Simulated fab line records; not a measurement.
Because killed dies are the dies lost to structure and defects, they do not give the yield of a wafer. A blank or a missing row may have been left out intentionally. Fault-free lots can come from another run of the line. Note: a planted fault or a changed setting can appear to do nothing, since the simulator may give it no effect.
Chamber matching	flow n5_finfet	N5_BEOL_M7_ETCH_61 on rie_diel-04: 4 sister chambers
The step etches SiARC in CF4, target depth 45.5 nm, time 75.8 s. 8 wafers are shown with their chamber, then 10 later ones without.

WAFERS, EACH WITH ITS CHAMBER
wafer	chamber	showerhead_plenum_p_Torr (Torr)	throttle_valve_pct (%)
L076.4	3	2.12	16.14
L077.5	3	2.12	16.14
L083.3	1	2.12	15.44
L083.5	2	2.20	15.35
L086.2	2	2.20	15.36
L087.5	1	2.11	15.47
L090.2	0	2.02	15.81
L090.5	0	2.02	15.81

WAFERS MISSING THEIR CHAMBER
wafer	showerhead_plenum_p_Torr (Torr)	throttle_valve_pct (%)
L090.6	2.12	16.19
L089.1	2.12	16.17
L089.5	2.11	15.48
L089.6	2.19	15.39
L094.1	2.02	15.82
L094.2	2.11	15.50
L094.3	2.12	15.71
L096.2	2.11	15.71
L096.4	2.02	15.83
L096.5	2.11	15.70

THE CHAMBER EACH PASSED THROUGH
wafer	from the rows above	in truth
L090.6	3	3
L089.1	3	3
L089.5	1	1
L089.6	2	2
L094.1	0	0
L094.2	1	1
L094.3	1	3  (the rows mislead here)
L096.2	1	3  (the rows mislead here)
L096.4	0	0
L096.5	1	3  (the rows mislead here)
Correctly placed: 7 of 10. From these rows, 0 cannot be placed. 3 placed wrongly.
How it was worked out, from the rows above alone: a wafer's distance from a chamber is the root of the sum, over the readings, of the square of ((its reading less the chamber's mean) divided by the reading's scatter). If the next closest chamber is less than 2 further off than the closest, the wafer can't be placed; otherwise it belongs to the closest. A chamber's mean is the mean of its shown wafers. The scatter: the root of (the sum of the squares of (reading less its chamber's mean) over the shown wafers, divided by (wafers less chambers)).
